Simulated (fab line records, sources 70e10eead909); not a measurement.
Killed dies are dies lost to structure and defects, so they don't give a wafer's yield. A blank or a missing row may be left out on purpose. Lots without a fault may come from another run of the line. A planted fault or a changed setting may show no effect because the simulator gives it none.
Chamber matching | flow nand_harc | NHARC_A_CHANNEL_FILL_D1_STRIP_28 on rie_diel-10: 4 sister chambers
The step strips in O2, time 20 s. 4 wafers are shown with their chamber, then 8 later ones without.

WAFERS WITH THEIR CHAMBER
wafer  | chamber | drypump_motor_current_A (A)
L081.6 | 0       | 4.9
L082.6 | 2       | 5.8
L086.5 | 1       | 5.0
L087.1 | 3       | 6.5

WAFERS WITHOUT THEIR CHAMBER
wafer  | drypump_motor_current_A (A)
L087.3 | 5.0
L087.4 | 5.8
L094.4 | 5.8
L094.5 | 5.0
L094.6 | 5.8
L095.1 | 5.8
L095.2 | 6.4
L095.4 | 5.0

WHICH CHAMBER EACH WENT THROUGH
wafer  | from the rows above | in truth
L087.3 | 1                   | 1
L087.4 | 2                   | 2
L094.4 | 2                   | 2
L094.5 | 1                   | 1
L094.6 | 2                   | 2
L095.1 | 2                   | 2
L095.2 | 3                   | 3
L095.4 | 1                   | 1
Placed correctly: 8 of 8. Can't be placed from these rows: 0. Placed wrongly: 0.
How it was worked out, from the rows above alone: a wafer's distance from a chamber is the root of the sum, over the readings, of the square of ((its reading less the chamber's mean) divided by the reading's scatter). The wafer belongs to the nearest chamber; if the next one is less than 2 further off, it can't be placed. A chamber's mean is the mean of its shown wafers. The scatter: with one shown wafer a chamber, the root of the mean of the squares of how far each hidden wafer lies from its nearest shown one.
